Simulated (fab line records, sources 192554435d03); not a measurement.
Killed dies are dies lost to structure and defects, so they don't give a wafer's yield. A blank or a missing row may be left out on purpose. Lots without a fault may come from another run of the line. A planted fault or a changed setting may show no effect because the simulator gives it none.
Chamber matching | flow n5_finfet | N5_BEOL_M6_VIA_ETCH_34 on rie_diel-02: 4 sister chambers
The step etches SiCOH lowk in C4F6/O2, target depth 126.3 nm, time 50.9 s. 4 wafers are shown with their chamber, then 10 later ones without.

WAFERS WITH THEIR CHAMBER
wafer  | chamber | showerhead_plenum_p_Torr (Torr)
L083.6 | 3       | 2.80
L089.4 | 0       | 2.90
L091.4 | 2       | 2.97
L091.5 | 1       | 2.80

WAFERS WITHOUT THEIR CHAMBER
wafer  | showerhead_plenum_p_Torr (Torr)
L091.6 | 2.90
L095.2 | 2.97
L095.3 | 2.80
L095.6 | 2.80
L094.2 | 2.80
L094.4 | 2.79
L094.5 | 2.89
L097.3 | 2.89
L097.4 | 2.79
L097.5 | 2.79

WHICH CHAMBER EACH WENT THROUGH
wafer  | from the rows above     | in truth
L091.6 | 0                       | 0
L095.2 | 2                       | 2
L095.3 | can't be placed: 1 or 3 | 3
L095.6 | can't be placed: 1 or 3 | 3
L094.2 | can't be placed: 1 or 3 | 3
L094.4 | can't be placed: 1 or 3 | 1
L094.5 | 0                       | 0
L097.3 | 0                       | 0
L097.4 | can't be placed: 1 or 3 | 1
L097.5 | can't be placed: 1 or 3 | 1
Placed correctly: 4 of 10. Can't be placed from these rows: 6 (the true chamber is among the candidates in 6). Placed wrongly: 0.
How it was worked out, from the rows above alone: a wafer's distance from a chamber is the root of the sum, over the readings, of the square of ((its reading less the chamber's mean) divided by the reading's scatter). The wafer belongs to the nearest chamber; if the next one is less than 2 further off, it can't be placed. A chamber's mean is the mean of its shown wafers. The scatter: with one shown wafer a chamber, the root of the mean of the squares of how far each hidden wafer lies from its nearest shown one.
